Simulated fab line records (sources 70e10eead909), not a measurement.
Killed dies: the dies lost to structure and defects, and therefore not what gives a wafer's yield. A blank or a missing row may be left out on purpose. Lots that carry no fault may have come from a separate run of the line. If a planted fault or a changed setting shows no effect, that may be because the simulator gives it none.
Chamber matching | flow nandHarc | 3 sister chambers for NHARC_P_M0_DEP_32 on pecvd-01
The step deposits SiCN, target thk 30 nm. 14 wafers are shown with their chamber, then 7 later ones without.

== WAFERS PAIRED WITH THEIR CHAMBERS ==
wafer  | chamber | heaterPowerW (W) | rfFwdPowerW (W)
L076.1 | 2       | 506              | 450.1
L076.5 | 1       | 444              | 447.6
L076.6 | 2       | 508              | 448.9
L077.1 | 2       | 562              | 450.1
L077.5 | 0       | 587              | 448.6
L077.6 | 1       | 444              | 446.9
L080.1 | 0       | 643              | 447.6
L080.3 | 2       | 535              | 448.3
L080.6 | 0       | 657              | 447.5
L084.1 | 0       | 659              | 446.2
L084.2 | 1       | 466              | 448.8
L084.5 | 0       | 660              | 447.5
L088.2 | 1       | 498              | 448.4
L088.3 | 2       | 525              | 451.6

SIGNATURES, as means of the wafers listed above
reading      | chamber 0 | chamber 1 | chamber 2 | scatter within a chamber
heaterPowerW | 641.20    | 463.00    | 527.20    | 26.8
rfFwdPowerW  | 447.480   | 447.925   | 449.800   | 1.02
Rule: a wafer lies at a distance from a chamber equal to the root of the sum of squares, over the readings, of (its reading less the chamber's mean, divided by the reading's scatter). If the next closest chamber is less than 2 further off than the closest, the wafer can't be placed; otherwise it belongs to the closest. The scatter is the square root of a quotient: the sum, over the shown wafers, of each reading's squared deviation from its chamber's mean, divided by wafers minus chambers.

== WAFERS MISSING THEIR CHAMBER ==
wafer  | heaterPowerW (W) | rfFwdPowerW (W)
L088.6 | 501              | 448.2
L086.1 | 499              | 448.2
L086.5 | 504              | 447.7
L086.6 | 431              | 445.0
L092.4 | 619              | 450.0
L092.5 | 554              | 449.4
L092.6 | 507              | 448.5

== THE CHAMBER EACH PASSED THROUGH ==
wafer  | from the rows above     | in truth
L088.6 | can't be placed: 1 or 2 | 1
L086.1 | can't be placed: 1 or 2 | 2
L086.5 | can't be placed: 1 or 2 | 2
L086.6 | 1                       | 1
L092.4 | can't be placed: 0 or 2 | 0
L092.5 | 2                       | 2
L092.6 | can't be placed: 2 or 1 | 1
Placed correctly: 2 of 7. Unplaceable from these rows: 5, with the true chamber sitting among the candidates in 5. Wrongly placed: 0.
